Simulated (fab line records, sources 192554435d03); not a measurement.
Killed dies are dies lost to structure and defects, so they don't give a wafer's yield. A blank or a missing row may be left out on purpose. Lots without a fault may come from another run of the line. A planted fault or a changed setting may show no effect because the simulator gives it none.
Which tool did it? | flow n5_finfet | 11 lots, 33 wafers sampled, at 2 steps of a route of 1938

WHAT THE GAUGES READ, wafer by wafer
N5_PASSIVATION_OVL_MEAS_63.
lot  | measured     | on         | PAD_OVL (nm)
L159 | day 11 08:32 | overlay-01 | 2 2 1
L161 | day 12 09:38 | overlay-02 | 7 2 1
L163 | day 12 08:14 | overlay-02 | 8 5 2
L164 | day 12 21:53 | overlay-02 | 8 10 11
L165 | day 13 14:43 | overlay-01 | 6 2 9
L167 | day 13 14:05 | overlay-02 | 0 5 -1
L166 | day 13 15:01 | overlay-02 | -3 -8 -4
L171 | day 15 10:44 | overlay-02 | 9 4 5
L179 | day 16 09:54 | overlay-02 | 1 5 -1
L178 | day 16 18:09 | overlay-01 | 5 -2 6
L180 | day 16 23:44 | overlay-01 | -1 -5 -1

WHICH TOOL RAN EACH LOT (tool, then ch and the chambers of the sampled wafers, then the start)
lot  | N5_BEOL_M7_ETCH_66
L159 | rie_diel-02 ch 0,1,2, day 8 15:20
L161 | rie_diel-06 ch 0,2,3, day 9 13:44
L163 | rie_diel-03 ch 0,2,3, day 9 18:19
L164 | rie_diel-03 ch 0,2, day 10 02:55
L165 | rie_diel-06 ch 0,1,2, day 10 12:20
L167 | rie_diel-03 ch 0,2, day 10 12:30
L166 | rie_diel-03 ch 1,2,3, day 10 20:41
L171 | rie_diel-06 ch 0,1,3, day 12 10:10
L179 | rie_diel-03 ch 0,2,3, day 13 16:38
L178 | rie_diel-03 ch 0,1,3, day 13 18:14
L180 | rie_diel-03 ch 0,2, day 13 23:38
- N5_BEOL_M7_ETCH_66: etches SOC in N2/H2, target depth 80 nm, overetch 16 nm, time 120 s.

THE ANSWER, worked out from the rows above alone
Rule: what is usual is taken from the lots themselves. Put in order of their means at a reading, lots are off if they are a third of the lots or fewer, leave a main group of 4 or more, and stand apart from it by a gap of 3 or more times the standard deviation of the main group's means; of several such gaps the widest counts. A main group whose means are all the same, to the digits that the tables above print for the reading, isn't used. A lot without any number at a reading at which 4 lots or more have one is off too. The other lots that the step has rows for count as sound.
No lot is off at any reading shown: from this, nothing can be told.

WHAT THE SIMULATOR HAD PUT IN
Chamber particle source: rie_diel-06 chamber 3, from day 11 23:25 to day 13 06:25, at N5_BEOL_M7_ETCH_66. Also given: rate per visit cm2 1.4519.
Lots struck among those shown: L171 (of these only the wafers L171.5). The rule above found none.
